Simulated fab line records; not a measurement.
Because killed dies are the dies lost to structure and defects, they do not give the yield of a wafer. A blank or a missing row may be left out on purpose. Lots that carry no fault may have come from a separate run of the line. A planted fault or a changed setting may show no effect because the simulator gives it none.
fab line records -- flow n5-finfet
record: lots: 7, wafers: 19, last-day: 18
route steps=1938 shown HKMG_FIN@430 PASSIVATION@1936
lots that met no fault: taken from a fault-free run of the same line
start-h: hours from the record's first day to the start of the lot's first wafer shown -- wait-h: hours from the lot's prior step to this one -- " identical to the entry in the row above -- L1.1+2: one row covering several wafers at once -- - no value, or no start was given -- * or withheld: withheld -- < > ~ a bound
route shown NAME@n: names a module that has steps shown in the file, with the first one's number in the route -- usual: mean and standard deviation over wafers with no fault -- same: alike in all rows -- chamber/n: place in a boat -- sites: each site's reading -- _std_site: standard deviation across them -- _edge_site: mean of outer sites minus mean of inner sites -- radius-mm: for every site, how far away it sits from the centre of the wafer -- mask NAME#n: copy n -- behind: the last tool/chamber to shape the wafer -- hold: reason for holding the lot/hours on hold/outcome of the hold -- device: names the non-switching transistor (n, p or np) -- end of line: the same wafers' tests at the end of the route -- a step given without rows: its recipe and nothing more -- killed: not the wafer's yield, but the dies lost to structure and defects at the first sort -- map: a wafer's dies, marking killed ones x, the rest . and places with no die _
set.NAME: setting as actually run; set.NAME@STEP: the setting as run at that earlier step -- model.NAME: the simulator's own value behind a step, which no gauge read
lots seen at some steps along the route; tables by step, rows by wafer
services: the hour from which a tool's chamber was out of use, counted from the record's first day as start-h (under 0 if before that day), plus the number of hours and why
== steps ==
step: N5_HKMG_FIN_CD_MEAS_12
recipe: target-cd-nm: 92.8, landing-energy-ev: 500, detector: se-inlens
usual: cd-nm: 92.6/0.78
lot.wafer,tool,chamber,start-h,wait-h,cd-nm
L850.2,cd-sem-02,0,101.02,-,92.8
L850.3,cd-sem-02,0,101.02,-,92.4
L850.5,cd-sem-02,0,101.02,-,91.6
L858.2,cd-sem-01,0,148.49,-,91.2
L858.4,cd-sem-01,0,148.49,-,91.7
L858.6,cd-sem-01,0,148.49,-,91.0
L861.2,cd-sem-02,0,168.17,-,92.5
L861.6,cd-sem-02,0,168.17,-,93.1
L863.2,cd-sem-03,0,178.68,-,93.2
L863.4,cd-sem-03,0,178.68,-,92.4
L864.4,cd-sem-03,0,184.09,-,92.3
L864.5,cd-sem-03,0,184.09,-,92.8
L864.6,cd-sem-03,0,184.09,-,92.6
L865.1,cd-sem-02,0,190.86,-,92.0
L865.2,cd-sem-02,0,190.86,-,92.2
L865.5,cd-sem-02,0,190.86,-,91.5
L868.1,cd-sem-01,0,208.18,-,92.2
L868.3,cd-sem-01,0,208.18,-,91.7
L868.5,cd-sem-01,0,208.18,-,92.1
step: N5_HKMG_FIN_OVL_MEAS_13
recipe: points-per-wafer: 44
usual: NWFM_OVL: 0.1/0.68
lot.wafer,tool,chamber,start-h,wait-h,NWFM_OVL[nm]
L850.2,overlay-01,0,101.05,0.0,0.1
L850.3,overlay-01,0,101.05,0.0,-1.0
L850.5,overlay-01,0,101.05,0.0,-0.1
L858.2,overlay-02,0,148.52,0.0,-0.5
L858.4,overlay-02,0,148.52,0.0,-1.5
L858.6,overlay-02,0,148.52,0.0,-1.1
L861.2,overlay-01,0,168.20,0.0,-0.5
L861.6,overlay-01,0,168.20,0.0,0.5
L863.2,overlay-01,0,178.71,0.0,0.5
L863.4,overlay-01,0,178.71,0.0,1.5
L864.4,overlay-01,0,184.12,0.0,0.0
L864.5,overlay-01,0,184.12,0.0,0.0
L864.6,overlay-01,0,184.12,0.0,0.0
L865.1,overlay-02,0,190.89,0.0,0.6
L865.2,overlay-02,0,190.89,0.0,0.4
L865.5,overlay-02,0,190.89,0.0,1.0
L868.1,overlay-02,0,208.21,0.0,0.0
L868.3,overlay-02,0,208.21,0.0,0.5
L868.5,overlay-02,0,208.21,0.0,0.5
step: N5_HKMG_FIN_INSPECT_14
recipe: mode: adi, inspect-instrument: macro
usual: raw-defect-count: 2.0/1.4
lot.wafer,tool,chamber,start-h,wait-h,raw-defect-count
L850.2,defect-inspect-02,-,101.07,0.0,2
L850.3,defect-inspect-02,-,101.07,0.0,4
L850.5,defect-inspect-02,-,101.07,0.0,2
L858.2,defect-inspect-01,-,148.54,0.0,1
L858.4,defect-inspect-01,-,148.54,0.0,0
L858.6,defect-inspect-01,-,148.54,0.0,1
L861.2,defect-inspect-02,-,168.23,0.0,1
L861.6,defect-inspect-02,-,168.23,0.0,5
L863.2,defect-inspect-02,-,178.73,0.0,2
L863.4,defect-inspect-02,-,178.73,0.0,2
L864.4,defect-inspect-02,-,184.14,0.0,0
L864.5,defect-inspect-02,-,184.14,0.0,4
L864.6,defect-inspect-02,-,184.14,0.0,5
L865.1,defect-inspect-02,-,190.92,0.0,2
L865.2,defect-inspect-02,-,190.92,0.0,1
L865.5,defect-inspect-02,-,190.92,0.0,5
L868.1,defect-inspect-01,-,208.23,0.0,3
L868.3,defect-inspect-01,-,208.23,0.0,0
L868.5,defect-inspect-01,-,208.23,0.0,1
step: N5_HKMG_FIN_DESCUM_17
recipe: chemistry: O2, time-s: 7.9, source-power-w: 50, bias-power-w: 20, pressure-mtorr: 20, rf-frequency-hz: 2.712e+07, temp-c: 40, resist: CAR-ArF, o2-flow-sccm: 225
usual: drypump-motor-current-A: 5.8/0.63, oes-product-au: 0.79/0.091, rf-vpp-V: 242.6/1.3, showerhead-plenum-p-Torr: 2.06/0.068, throttle-valve-pct: 20.43/0.29
lot.wafer,tool,chamber,start-h,wait-h,drypump-motor-current-A,oes-product-au,rf-hours-counter-h,rf-vpp-V,showerhead-plenum-p-Torr,throttle-valve-pct
L850.2,rie-diel-05,3,101.10,0.0,4.9,0.90,13,243.2,2.06,19.93
L850.3,rie-diel-05,0,101.10,0.0,6.0,0.80,103,242.7,2.01,20.15
L850.5,rie-diel-05,3,101.10,0.0,4.9,0.89,-,244.8,2.06,19.94
L858.2,rie-diel-06,0,148.58,0.0,4.9,0.72,199,242.1,1.98,20.86
L858.4,rie-diel-06,2,148.58,0.0,6.2,0.96,13,241.3,2.06,20.41
L858.6,rie-diel-06,3,148.58,0.0,6.5,0.74,-,244.3,2.18,20.60
L861.2,rie-diel-05,0,168.29,0.1,6.0,0.78,126,242.7,2.01,20.21
L861.6,rie-diel-05,0,168.29,0.1,6.0,0.78,-,241.3,2.01,20.20
L863.2,rie-diel-06,3,178.80,0.1,6.4,0.73,181,242.5,2.17,20.63
L863.4,rie-diel-06,0,178.80,0.1,4.9,0.70,215,240.3,1.98,20.88
L864.4,rie-diel-05,2,184.19,0.1,6.6,0.71,-,242.3,2.09,20.64
L864.5,rie-diel-05,0,184.19,0.1,6.0,0.77,-,241.6,2.00,20.22
L864.6,rie-diel-05,3,184.19,0.1,4.9,0.84,-,242.5,2.05,19.98
L865.1,rie-diel-02,1,190.95,0.0,5.5,0.85,39,241.9,2.04,19.91
L865.2,rie-diel-02,0,190.95,0.0,5.0,0.87,50,242.5,2.06,20.41
L865.5,rie-diel-02,0,190.95,0.0,5.0,0.88,-,242.1,2.06,20.40
L868.1,rie-diel-06,3,208.26,0.0,6.4,0.71,190,243.4,2.17,20.64
L868.3,rie-diel-06,1,208.26,0.0,5.9,0.96,10,245.6,2.24,20.10
L868.5,rie-diel-06,3,208.26,0.0,6.4,0.72,-,245.1,2.17,20.63
step: N5_HKMG_FIN_ETCH_31
recipe: chemistry: CF4, target: SiARC, target-depth-a: 455, mask-material: CAR-ArF, time-s: 75.8, ion-energy-ev: 80, pressure-mtorr: 40, source-w: 545, bias-w: 36, Ar_flow_sccm: 100, cf4-flow-sccm: 100, ends: cleared
usual: drypump-motor-current-A: 5.8/0.63, etch-rf-on-time-s: 75.7/2.3, oes-product-au: 0.68/0.076, rf-vpp-V: 183.6/1.1, showerhead-plenum-p-Torr: 2.11/0.063, throttle-valve-pct: 15.58/0.29
lot.wafer,tool,chamber,start-h,wait-h,drypump-motor-current-A,etch-rf-on-time-s,oes-product-au,rf-hours-counter-h,rf-vpp-V,showerhead-plenum-p-Torr,throttle-valve-pct
L850.2,rie-diel-05,3,101.14,0.0,4.9,81.4,0.74,13,184.3,2.10,15.02
L850.3,rie-diel-05,0,101.14,0.0,6.0,76.6,0.68,103,181.8,2.06,15.37
L850.5,rie-diel-05,3,101.14,0.0,4.9,80.9,0.73,-,182.7,2.10,15.03
L858.2,rie-diel-06,0,148.61,0.0,4.9,72.4,0.62,199,182.8,2.04,15.99
L858.4,rie-diel-06,2,148.61,0.0,6.2,74.0,0.81,13,185.1,2.12,15.51
L858.6,rie-diel-06,3,148.61,0.0,6.5,77.3,0.63,-,183.8,2.22,15.72
L861.2,rie-diel-05,0,168.32,0.0,6.0,76.3,0.67,126,182.8,2.06,15.44
L861.6,rie-diel-05,0,168.32,0.0,6.0,76.0,0.66,-,182.0,2.06,15.42
L863.2,rie-diel-06,3,178.83,0.0,6.5,78.0,0.62,181,184.2,2.21,15.75
L863.4,rie-diel-06,0,178.83,0.0,4.9,73.7,0.61,215,182.9,2.03,16.04
L864.4,rie-diel-05,2,184.24,0.0,6.6,76.1,0.60,-,184.1,2.12,15.72
L864.5,rie-diel-05,0,184.24,0.0,6.0,76.3,0.66,-,183.4,2.05,15.44
L864.6,rie-diel-05,3,184.24,0.0,4.9,80.7,0.70,-,184.2,2.09,15.08
L865.1,rie-diel-02,1,190.99,0.0,5.5,74.7,0.74,39,183.2,2.10,15.13
L865.2,rie-diel-02,0,190.99,0.0,5.1,73.1,0.76,50,184.0,2.09,15.36
L865.5,rie-diel-02,0,190.99,0.0,5.1,73.7,0.75,-,184.1,2.09,15.35
L868.1,rie-diel-06,3,208.30,0.0,6.4,77.9,0.62,190,185.1,2.21,15.77
L868.3,rie-diel-06,1,208.30,0.0,5.9,74.8,0.82,10,185.6,2.28,15.23
L868.5,rie-diel-06,3,208.30,0.0,6.4,78.1,0.61,-,185.2,2.21,15.76
step: N5_HKMG_FIN_ETCH_32
recipe: chemistry: N2/H2, target: SOC, target-depth-a: 2400, temp-c: 40, time-s: 300, ion-energy-ev: 200, mask-material: SiARC, pressure-mtorr: 30, source-w: 840, bias-w: 150, n2-flow-sccm: 200, h2-flow-sccm: 200
usual: drypump-motor-current-A: 5.8/0.63, oes-product-au: 0.79/0.09, rf-vpp-V: 522.6/2.3, showerhead-plenum-p-Torr: 2.50/0.084, throttle-valve-pct: 17.8/0.37
lot.wafer,tool,chamber,start-h,wait-h,drypump-motor-current-A,oes-product-au,rf-hours-counter-h,rf-vpp-V,showerhead-plenum-p-Torr,throttle-valve-pct
L850.2,rie-diel-05,3,101.20,0.0,4.9,0.87,13,521.0,2.48,17.2
L850.3,rie-diel-05,0,101.20,0.0,6.0,0.78,103,520.2,2.47,17.7
L850.5,rie-diel-05,3,101.20,0.0,4.9,0.87,-,522.2,2.48,17.2
L858.2,rie-diel-06,0,148.67,0.0,4.9,0.73,199,519.3,2.42,18.3
L858.4,rie-diel-06,2,148.67,0.0,6.2,0.96,13,520.8,2.49,17.7
L858.6,rie-diel-06,3,148.67,0.0,6.5,0.73,-,525.8,2.66,18.2
L861.2,rie-diel-05,0,168.38,0.0,6.0,0.77,126,520.5,2.46,17.7
L861.6,rie-diel-05,0,168.38,0.0,6.0,0.78,-,522.4,2.46,17.8
L863.2,rie-diel-06,3,178.89,0.0,6.5,0.71,181,525.7,2.66,18.2
L863.4,rie-diel-06,0,178.89,0.0,4.9,0.72,215,520.8,2.42,18.3
L864.4,rie-diel-05,2,184.36,0.1,6.6,0.71,-,523.0,2.53,18.1
L864.5,rie-diel-05,0,184.36,0.1,6.0,0.76,-,520.6,2.46,17.8
L864.6,rie-diel-05,3,184.36,0.1,4.9,0.81,-,520.4,2.47,17.2
L865.1,rie-diel-02,1,191.04,0.0,5.6,0.87,39,523.7,2.47,17.2
L865.2,rie-diel-02,0,191.04,0.0,5.1,0.88,50,521.5,2.50,17.8
L865.5,rie-diel-02,0,191.04,0.0,5.1,0.89,-,522.5,2.50,17.8
L868.1,rie-diel-06,3,208.35,0.0,6.5,0.71,190,524.7,2.65,18.2
L868.3,rie-diel-06,1,208.35,0.0,5.9,0.95,10,528.4,2.69,17.2
L868.5,rie-diel-06,3,208.35,0.0,6.5,0.71,-,525.5,2.65,18.2
step: N5_HKMG_FIN_STRIP_33
recipe: chemistry: N2/H2, temp-c: 40, n2-flow-sccm: 200, h2-flow-sccm: 200, rf-frequency-hz: 6e+07
step: N5_HKMG_FIN_STRIP_34
recipe: chemistry: CF4, resist: SiARC, power-w: 300, bias-power-w: 75, pressure-mtorr: 50, cf4-flow-sccm: 150, rf-frequency-hz: 6e+07
usual: drypump-motor-current-A: 5.8/0.63, oes-product-au: 0.78/0.085, rf-vpp-V: 270.5/1.3, showerhead-plenum-p-Torr: 1.76/0.052, throttle-valve-pct: 13.6/0.3
lot.wafer,tool,chamber,start-h,wait-h,drypump-motor-current-A,oes-product-au,rf-hours-counter-h,rf-vpp-V,showerhead-plenum-p-Torr,throttle-valve-pct
L850.2,rie-diel-05,3,101.39,0.0,4.9,0.90,13,271.2,1.75,13.0
L850.3,rie-diel-05,0,101.39,0.0,6.0,0.79,103,271.3,1.73,13.4
L850.5,rie-diel-05,3,101.39,0.0,4.9,0.89,-,271.5,1.75,12.9
L858.2,rie-diel-06,0,148.86,0.0,4.9,0.71,200,270.4,1.71,14.0
L858.4,rie-diel-06,2,148.86,0.0,6.2,0.93,13,270.4,1.78,13.5
L858.6,rie-diel-06,3,148.86,0.0,6.5,0.74,-,272.4,1.85,13.7
L861.2,rie-diel-05,0,168.57,0.0,6.0,0.76,126,268.9,1.72,13.4
L861.6,rie-diel-05,0,168.57,0.0,6.0,0.77,-,269.7,1.72,13.4
L863.2,rie-diel-06,3,179.08,0.0,6.4,0.73,181,272.8,1.85,13.7
L863.4,rie-diel-06,0,179.08,0.0,4.9,0.70,215,268.8,1.70,14.0
L864.4,rie-diel-05,2,184.47,0.0,6.6,0.70,-,270.7,1.78,13.8
L864.5,rie-diel-05,0,184.47,0.0,6.0,0.76,-,268.1,1.72,13.5
L864.6,rie-diel-05,3,184.47,0.0,4.9,0.84,-,271.5,1.74,13.0
L865.1,rie-diel-02,1,191.23,0.0,5.5,0.85,39,271.5,1.76,13.1
L865.2,rie-diel-02,0,191.23,0.0,5.0,0.86,50,269.7,1.75,13.3
L865.5,rie-diel-02,0,191.23,0.0,5.1,0.86,-,270.1,1.75,13.3
L868.1,rie-diel-06,3,208.55,0.0,6.5,0.72,190,272.3,1.85,13.7
L868.3,rie-diel-06,1,208.55,0.0,5.9,0.93,10,271.6,1.91,13.2
L868.5,rie-diel-06,3,208.55,0.0,6.5,0.73,-,271.9,1.85,13.7
step: N5_HKMG_FIN_ETCH_35
recipe: chemistry: N2/H2, target: SOC, target-depth-a: 2158, ion-energy-ev: 65, bias-w: 5, source-w: 3000, time-s: 243.4, pressure-mtorr: 30, n2-flow-sccm: 200, h2-flow-sccm: 200
usual: drypump-motor-current-A: 5.8/0.63, oes-product-au: 0.79/0.09, rf-vpp-V: 141.3/1.1, showerhead-plenum-p-Torr: 2.50/0.084, throttle-valve-pct: 17.8/0.37
lot.wafer,tool,chamber,start-h,wait-h,drypump-motor-current-A,oes-product-au,rf-hours-counter-h,rf-vpp-V,showerhead-plenum-p-Torr,throttle-valve-pct
L850.2,rie-diel-05,3,101.41,0.0,4.9,0.87,13,142.9,2.48,17.2
L850.3,rie-diel-05,0,101.41,0.0,6.0,0.80,103,141.3,2.47,17.7
L850.5,rie-diel-05,3,101.41,0.0,4.9,0.87,-,141.7,2.48,17.2
L858.2,rie-diel-06,0,148.88,0.0,4.9,0.73,200,140.7,2.42,18.3
L858.4,rie-diel-06,2,148.88,0.0,6.2,0.95,14,140.2,2.49,17.7
L858.6,rie-diel-06,3,148.88,0.0,6.5,0.73,-,143.4,2.66,18.1
L861.2,rie-diel-05,0,168.59,0.0,6.0,0.76,126,141.1,2.46,17.8
L861.6,rie-diel-05,0,168.59,0.0,6.0,0.76,-,141.2,2.46,17.7
L863.2,rie-diel-06,3,179.10,0.0,6.5,0.73,181,142.9,2.66,18.2
L863.4,rie-diel-06,0,179.10,0.0,4.9,0.72,215,139.7,2.42,18.4
L864.4,rie-diel-05,2,184.55,0.1,6.6,0.71,-,141.0,2.53,18.1
L864.5,rie-diel-05,0,184.55,0.1,6.0,0.76,-,141.4,2.46,17.8
L864.6,rie-diel-05,3,184.55,0.1,4.9,0.80,-,140.1,2.47,17.2
L865.1,rie-diel-02,1,191.25,0.0,5.6,0.88,39,140.6,2.47,17.2
L865.2,rie-diel-02,0,191.25,0.0,5.1,0.89,50,140.2,2.50,17.9
L865.5,rie-diel-02,0,191.25,0.0,5.0,0.90,-,139.6,2.50,17.9
L868.1,rie-diel-06,3,208.57,0.0,6.5,0.72,190,142.5,2.65,18.2
L868.3,rie-diel-06,1,208.57,0.0,5.9,0.95,10,144.1,2.69,17.2
L868.5,rie-diel-06,3,208.57,0.0,6.5,0.71,-,141.4,2.65,18.2
step: N5_HKMG_FIN_STRIP_92
recipe: chemistry: N2/H2, material: SOC, time-s: 20, power-w: 500, temp-c: 40, pressure-mtorr: 50, rf-frequency-hz: 6e+07, bias-power-w: 8, h2-frac: 0.5, n2-flow-sccm: 300, h2-flow-sccm: 300
step: N5_HKMG_FIN_WET_ETCH_18
recipe: chemistry: SC1, target: TiN, mix: 1:1:5, temp-c: *, time-s: 55, target-depth-nm: 5.2, dry: ipa-marangoni, rinse-time-s: 30, rinse-temp-c: 23
step: N5_HKMG_FIN_STRIP_19
recipe: chemistry: N2/H2, power-w: 2500, temp-c: 300, h2-frac: 0.65, time-s: 360, pressure-mtorr: withheld, n2-flow-sccm: 1750, h2-flow-sccm: 3250
step: N5_HKMG_FIN_ALD_91
recipe: material: TiN, target-thk-a: 10, temp-c: 400, ald-precursor-family: TiCl4, ald-co-reactant: NH3, pulse-time-s: 1, purge-time-s: 3, co-reactant-purge-time-s: 2, co-reactant-pulse-time-s: 2, ald-cycles: 47, pressure-torr: 3
usual: ald-cycles: 47/0, heater-power-w: 881/83, precursor-pulse-height-rel: 0.997/0.019
same: pulse-time-s: 1
lot.wafer,tool,chamber,start-h,wait-h,ald-cycles,heater-power-w,precursor-pulse-height-rel
L850.2,ald-metal-04,3,102.08,0.3,47,776,0.966
L850.3,ald-metal-04,2,102.08,0.3,47,807,0.997
L850.5,ald-metal-04,1,102.08,0.3,47,951,0.998
L858.2,ald-metal-01,0,149.55,0.3,47,812,0.985
L858.4,ald-metal-01,0,149.55,0.3,47,813,0.989
L858.6,ald-metal-01,2,149.55,0.3,47,1047,0.969
L861.2,ald-metal-04,1,169.27,0.3,53,958,0.993
L861.6,ald-metal-04,1,169.27,0.3,47,957,1.025
L863.2,ald-metal-04,2,179.78,0.3,53,776,0.993
L863.4,ald-metal-04,1,179.78,0.3,53,970,1.033
L864.4,ald-metal-04,1,185.16,0.1,53,957,0.998
L864.5,ald-metal-04,2,185.16,0.1,47,802,0.993
L864.6,ald-metal-04,1,185.16,0.1,47,964,1.003
L865.1,ald-metal-01,0,191.94,0.3,47,835,1.015
L865.2,ald-metal-01,1,191.94,0.3,47,812,0.976
L865.5,ald-metal-01,1,191.94,0.3,47,807,1.009
L868.1,ald-metal-01,1,209.24,0.3,47,820,0.972
L868.3,ald-metal-01,0,209.24,0.3,47,825,0.967
L868.5,ald-metal-01,1,209.24,0.3,47,796,1.005
step: N5_HKMG_FIN_COAT_85
recipe: resist: SOC, temp-c: 250, time-s: 60, spin-rpm: 1500, resist-thk-nm: 300
step: N5_PASSIVATION_PROBE_49
usual: killed_at_M0_to_M3: 36/10, killed_at_M4_up: 13/5.5, killed-at-contacts: 12/5.6, killed-at-front-end: 42/12, killed-at-other: 4/3.2, killed-dies: 108/18, killed-open: 71/13, killed-short: 34/7.8
same: gross-dies: 1180, killed-at-back-side: 0
lot.wafer,tool,chamber,start-h,wait-h,killed_at_M0_to_M3,killed_at_M4_up,killed-at-contacts,killed-at-front-end,killed-at-other,killed-dies,killed-open,killed-short
L861.2,prober-01,-,385.75,0.1,17,16,5,35,10,83,52,31
L861.6,prober-01,-,385.95,0.3,38,12,9,43,2,104,66,35
killed by level:class
L861.2 BEOL_M0_SAQP:geometric-particle:short=7 BEOL_M4:geometric-particle:short=6 PAD_METAL:geometric-particle:open=6 GATE_CUT:geometric-particle:open=5 MOL_CONTACT_COAG:geometric-particle:open=5 BEOL_M0_SAQP:geometric-particle:open=5 BEOL_M4:geometric-particle:open=5 FIN_SAQP:geometric-particle:open=4
L861.6 BEOL_M2:geometric-particle:open=14 SPACER0:geometric-particle:short=7 GATE_CUT:geometric-particle:open=7 DUMMY_GATE:geometric-particle:open=6 MOL_CONTACT_COAG:geometric-particle:open=6 BEOL_M0_SAQP:geometric-particle:open=5 BEOL_M0_SAQP:geometric-particle:short=5 FIN_SAQP:geometric-particle:short=4
== services ==
tool,chamber,start-h,hours,kind
rie-diel-06,2,89.66,4.8,repair
ald-metal-01,3,115.70,279.0,repair
ald-metal-04,1,121.29,10.6,repair
rie-diel-02,0,126.72,16.1,repair
ald-metal-04,-,138.31,2.8,pm
ald-metal-01,-,147.30,0.9,repair
rie-diel-06,1,151.02,-,clean
rie-diel-06,1,151.02,-,consumable-replace:focus-ring
rie-diel-06,1,151.02,-,consumable-replace:showerhead
rie-diel-06,1,151.02,25.5,scheduled-down
rie-diel-06,1,151.02,25.5,vent-cycle
rie-diel-05,1,162.15,36.3,repair
ald-metal-01,2,189.20,28.2,repair
rie-diel-06,2,197.89,1.5,repair
rie-diel-02,1,198.27,1.6,repair
ald-metal-01,-,203.70,0.3,repair
== key ==
first-sign: step: N5_HKMG_FIN_ALD_91, reading: ald-cycles, direction: up, sigmas: 99+, usual: *, struck: *
effect none on later readings
met-at N5_HKMG_FIN_ALD_91
struck-wafers L861.2,L863.2,L863.4,L864.4
tester-left-out L861,L863,L864
onset-between 102.08 169.27
fault: kind: process-parameter-drift, tool: ald-metal-04, chamber: -, onset-h: 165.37, steps: N5_HKMG_FIN_ALD_91, channel: ald-cycles, offset: *, shape: step, end-h: 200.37, scope: struck-wafers-only, acts-in: *, stated: *
tester-left-out: of these lots the tester's yield and bins aren't shown, on N5 and GAA mostly nor the transistor test; their killed dies are dies lost to structure and defects alone, not to doping, threshold or leakage, so they don't give the yield
